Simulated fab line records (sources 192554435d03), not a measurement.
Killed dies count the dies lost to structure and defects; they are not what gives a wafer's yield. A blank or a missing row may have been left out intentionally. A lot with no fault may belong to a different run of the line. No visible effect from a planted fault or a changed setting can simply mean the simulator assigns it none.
What tool caused it?    flow n5-finfet    9 lots, 25 wafers sampled, at 8 steps of a route of 1938

WHAT THE GAUGES READ, wafer by wafer
N5_BEOL_M4_RC_MEAS_101. Usual: DIBL_N 35.6 mV/V, standard deviation 1.7; DIBL_P 35.0 mV/V, standard deviation 2; IOFF_N 0.148 nA/um, standard deviation 0.027; IOFF_P 0.19 nA/um, standard deviation 0.032; ION_N 671 uA/um, standard deviation 14; ION_P 460 uA/um, standard deviation 9.1; SS_N 71.3 mV/dec, standard deviation 0.62; SS_P 73.0 mV/dec, standard deviation 0.64; VT_N 251 mV, standard deviation 3.2; VT_P -251.5 mV, standard deviation 2.9.
lot   measured      on         DIBL_N (mV/V)   DIBL_P (mV/V)   IOFF_N (nA/um)     IOFF_P (nA/um)  ION_N (uA/um)  ION_P (uA/um)  SS_N (mV/dec)   SS_P (mV/dec)   VT_N (mV)    VT_P (mV)             flag
L786  day 9 15:12   prober-01  38.2 38.3 37.6  38.9 39.4 38.2  0.168 0.180 0.164  0.20 0.22 0.20  692 685 687    473 466 465    72.1 71.9 71.9  73.6 73.4 73.0  250 248 249  -252.7 -253.7 -252.6  
L789  day 9 20:40   prober-01  34.9 35.0       35.3 32.8       0.137 0.124        0.19 0.15       666 633        460 436        71.2 71.7       72.9 72.5       252 254      -252.1 -258.2         
L794  day 11 10:01  prober-01  32.3 33.3 33.1  31.8 32.9 32.8  0.102 0.117 0.116  0.15 0.17 0.17  661 657 666    450 453 459    70.7 70.4 70.5  71.9 72.2 73.0  256 254 254  -255.6 -253.1 -251.8  
L795  day 11 13:08  prober-02  36.1 34.2 33.9  36.8 34.5 33.6  0.198 0.147 0.139  0.24 0.21 0.19  690 670 672    472 464 457    71.4 71.4 71.4  74.1 73.5 72.5  244 250 249  -246.3 -245.1 -250.3  
L801  day 13 08:40  prober-01  34.2 36.4 36.4  33.0 35.6 35.6  0.118 0.160 0.148  0.15 0.19 0.18  657 690 669    449 466 454    70.2 71.7 70.8  72.0 72.1 72.8  253 248 253  -255.5 -253.0 -252.2  
L803  day 13 17:23  prober-02  35.5 40.2       34.2 40.5       0.119 0.222        0.18 0.30       662 692        458 475        70.5 72.3       72.3 73.4       253 247      -251.4 -244.4         
L804  day 13 20:51  prober-02  34.3 36.1 33.4  32.5 34.7 31.5  0.125 0.166 0.114  0.17 0.21 0.16  661 677 662    453 458 460    71.1 71.4 70.9  72.1 72.9 71.8  250 245 254  -253.9 -248.5 -254.1  
L806  day 14 09:56  prober-02  37.7 35.9 36.3  37.6 35.5 36.0  0.200 0.155 0.166  0.22 0.19 0.20  701 679 681    468 458 456    71.8 71.2 71.3  74.1 73.3 73.6  246 249 245  -253.1 -251.3 -250.3  
L805  day 14 10:01  prober-01  37.0 36.2 34.6  37.4 35.8 33.7  0.156 0.144 0.120  0.22 0.18 0.16  677 680 668    472 464 462    71.3 71.2 69.9  73.3 72.3 72.6  250 251 254  -251.2 -253.6 -252.9  

N5_BEOL_M14_CD_MEAS_17 targets a cd of 250 nm. Usual: cd-nm at 252.0 nm, with a standard deviation of 2.1.
lot   measured      on         cd-nm (nm)         flag
L786  day 13 15:34  cd-sem-03  252.4 250.8 250.2  
L789  day 14 01:12  cd-sem-03  250.9 249.3        
L794  day 15 06:24  cd-sem-02  248.6 250.7 252.5  
L795  day 15 03:53  cd-sem-01  253.6 251.1 252.3  
L801  day 16 21:32  cd-sem-01  244.2 248.8 248.0  
L803  day 16 21:38  cd-sem-01  255.4 251.4        
L804  day 17 12:52  cd-sem-01  252.0 251.3 253.2  
L806  day 18 00:49  cd-sem-03  252.6 253.6 252.1  
L805  day 17 20:44  cd-sem-01  250.6 252.3 250.8  

N5_BEOL_M14_THK_MEAS_50: measures by xrf. Usual: M14_THK typically reads 555 nm, with standard deviation 12.
lot   measured      on             M14_THK (nm)    flag
L786  day 13 22:05  film-metro-02  547 564 550     
L789  day 14 12:14  film-metro-02  549 548         
L794  day 15 09:42  film-metro-02  1243 1249 1249  OFF
L795  day 15 08:07  film-metro-01  1215 1231 1221  OFF
L801  day 17 00:34  film-metro-02  537 572 530     
L803  day 17 01:16  film-metro-02  552 566         
L804  day 17 16:22  film-metro-02  562 532 549     
L806  day 18 04:40  film-metro-01  556 555 564     
L805  day 18 03:12  film-metro-02  551 556 554     

N5_BEOL_M14_RS_MEAS_54: the measuring method here is four-point-probe. Usual: M14_RS typically reads 0.0331 ohm/sq, with standard deviation 0.00073.
lot   measured      on             M14_RS (ohm/sq)       flag
L786  day 13 22:15  film-metro-01  0.0336 0.0327 0.0336  
L789  day 14 12:22  film-metro-02  0.0334 0.0338         
L794  day 15 09:50  film-metro-01  0.0137 0.0136 0.0137  OFF
L795  day 15 08:14  film-metro-01  0.0135 0.0134 0.0135  OFF
L801  day 17 00:42  film-metro-01  0.0346 0.0322 0.0350  
L803  day 17 01:23  film-metro-02  0.0333 0.0326         
L804  day 17 16:30  film-metro-01  0.0328 0.0346 0.0339  
L806  day 18 04:47  film-metro-02  0.0327 0.0328 0.0325  
L805  day 18 03:20  film-metro-02  0.0337 0.0334 0.0334  

N5_BEOL_M14_INSPECT_55: inspects for defects (darkfield). Usual: raw-defect-count at 67, with a standard deviation of 21.
lot   measured      on                 raw-defect-count  flag
L786  day 13 22:16  defect-inspect-02  125 77 83         
L789  day 14 12:23  defect-inspect-02  90 69             
L794  day 15 09:51  defect-inspect-01  6369 6558 6501    OFF
L795  day 15 08:16  defect-inspect-01  6622 6460 6544    OFF
L801  day 17 00:43  defect-inspect-01  63 82 44          
L803  day 17 01:25  defect-inspect-01  45 40             
L804  day 17 16:32  defect-inspect-01  130 97 72         
L806  day 18 04:49  defect-inspect-02  67 45 49          
L805  day 18 03:22  defect-inspect-01  47 62 78          

EACH LOT AND THE TOOL THAT RAN IT (in order: tool; ch and the chambers of the sampled wafers; start)
lot   N5_BEOL_M14_DESCUM_33               N5_BEOL_M14_PRE_CLEAN_42      N5_BEOL_M14_CMP_49
L786  rie-diel-03 ch 0,1, day 13 16:05    pvd-sputter-03, day 13 20:58  cmp-01 ch 0,1, day 13 21:50
L789  rie-diel-01 ch 1,3, day 14 01:44    pvd-sputter-03, day 14 11:10  cmp-01 ch 0,2, day 14 12:03
L794  rie-diel-03 ch 0,1,2, day 15 07:09  pvd-sputter-01, day 15 08:35  cmp-04 ch 0,1,2, day 15 09:28
L795  rie-diel-03 ch 0,3, day 15 04:17    pvd-sputter-03, day 15 07:00  cmp-01 ch 0,1, day 15 07:52
L801  rie-diel-01 ch 0,2, day 16 22:08    pvd-sputter-02, day 16 23:22  cmp-01 ch 1,3, day 17 00:19
L803  rie-diel-03 ch 0,1, day 16 22:12    pvd-sputter-03, day 16 23:47  cmp-01 ch 0,2, day 17 00:58
L804  rie-diel-01 ch 1,2,3, day 17 13:24  pvd-sputter-02, day 17 15:14  cmp-01 ch 0,1, day 17 16:07
L806  rie-diel-06 ch 1,2,3, day 18 01:43  pvd-sputter-03, day 18 03:33  cmp-01 ch 0,2,3, day 18 04:26
L805  rie-diel-03 ch 0,3, day 17 21:17    pvd-sputter-01, day 18 02:01  cmp-01 ch 0,2,3, day 18 02:54
- N5_BEOL_M14_DESCUM_33: chemistry O2, time 7.9 s.
- N5_BEOL_M14_PRE_CLEAN_42: time 30 s.
- N5_BEOL_M14_CMP_49: polishes, stops on SiO2, t overpolish 5.2 s, target thk 560 nm.

WHAT THE TOOLS THEMSELVES READ (means of the sampled wafers that have a number; where no wafer has one, the mark that the record gives instead)
N5_BEOL_M14_DESCUM_33. Usual: drypump-motor-current-A 5.7 A, standard deviation 0.42; oes-product-au 0.83 a.u., standard deviation 0.074; rf-vpp-V 242.9 V, standard deviation 1.3; showerhead-plenum-p-Torr 2.08 Torr, standard deviation 0.077; throttle-valve-pct 20.44 %, standard deviation 0.23.
lot   tool         drypump-motor-current-A (A)  oes-product-au (a.u.)  rf-vpp-V (V)  showerhead-plenum-p-Torr (Torr)  throttle-valve-pct (%)  flag
L786  rie-diel-03  5.4                          0.74                   241.5         2.03                             20.30                   
L789  rie-diel-01  6.2                          0.82                   241.4         2.04                             20.25                   
L794  rie-diel-03  5.6                          0.80                   243.8         2.11                             20.38                   
L795  rie-diel-03  5.4                          0.70                   242.8         2.01                             20.52                   
L801  rie-diel-01  5.5                          0.82                   242.0         2.05                             20.69                   
L803  rie-diel-03  5.5                          0.89                   243.6         2.17                             20.10                   
L804  rie-diel-01  6.1                          0.80                   242.1         2.03                             20.43                   
L806  rie-diel-06  5.6                          0.84                   242.6         2.06                             20.55                   
L805  rie-diel-03  5.6                          0.79                   243.0         2.14                             20.51                   

N5_BEOL_M14_PRE_CLEAN_42. Usual: heater-power-w at 462 W, with a standard deviation of 47.
lot   tool            heater-power-w (W)  flag
L786  pvd-sputter-03  508                 
L789  pvd-sputter-03  460                 
L794  pvd-sputter-01  423                 
L795  pvd-sputter-03  490                 
L801  pvd-sputter-02  460                 
L803  pvd-sputter-03  502                 
L804  pvd-sputter-02  449                 
L806  pvd-sputter-03  483                 
L805  pvd-sputter-01  442                 

N5_BEOL_M14_CMP_49. Usual: barrier-field-endpoint-s 11.27 s, standard deviation 0.25; clearing-platen-down-force-psi 2.000 psi, standard deviation 0.004; motor-current-A 8.0 A, standard deviation 0.8; overpolish-run-s 5.199 s, standard deviation 0.0084; slurry-filter-dp-kPa 13.52 kPa, standard deviation 0.13; slurry-flow-ml-min 150.0, standard deviation 0.45; time-to-endpoint-s 120 s, standard deviation 4.2.
lot   tool    barrier-field-endpoint-s (s)  clearing-platen-down-force-psi (psi)  motor-current-A (A)  overpolish-run-s (s)  slurry-filter-dp-kPa (kPa)  slurry-flow-ml-min  time-to-endpoint-s (s)  flag
L786  cmp-01  11.08                         2.000                                 8.7                  5.195                 13.59                       150.4               120                     
L789  cmp-01  11.00                         1.998                                 8.2                  5.206                 13.43                       150.4               115                     
L794  cmp-04  -                             -                                     -                    -                     -                           -                   -                       OFF
L795  cmp-01  -                             -                                     -                    -                     -                           -                   -                       OFF
L801  cmp-01  11.22                         1.998                                 7.4                  5.200                 13.45                       150.0               119                     
L803  cmp-01  11.55                         1.998                                 7.9                  5.198                 13.54                       149.8               128                     
L804  cmp-01  11.40                         2.002                                 8.7                  5.195                 13.58                       150.4               122                     
L806  cmp-01  11.27                         2.000                                 7.9                  5.202                 13.39                       149.8               124                     
L805  cmp-01  11.51                         2.001                                 7.8                  5.203                 13.53                       149.9               125                     

THE ANSWER, worked out from the rows above alone
Rule: lot off if the mean of its wafers having a number is beyond 3 standard deviations from the usual mean. A lot without any number at a reading at which 4 lots or more have one is off too. All remaining lots with rows at the step are treated as sound. The gauges are gone through in route order, then the tools' own readings, and for those a lot's mean is taken as printed above. The first step at which some lot is off is used, and at that step the reading that is off furthest; a lot without a number counts as furthest.
Off: at N5_BEOL_M14_THK_MEAS_50 (M14_THK), L794, L795.
A tool fits if, at a process step before that reading, it ran every lot that is off, and no sound lot after the first of them. Not tried: the gauges at N5_BEOL_M14_THK_MEAS_50; whatever is off there is also off at N5_BEOL_M14_INSPECT_55, on other tools, and gauge error can't account for it. No candidate that was tried fits.

WHAT WAS PUT IN BY THE SIMULATOR
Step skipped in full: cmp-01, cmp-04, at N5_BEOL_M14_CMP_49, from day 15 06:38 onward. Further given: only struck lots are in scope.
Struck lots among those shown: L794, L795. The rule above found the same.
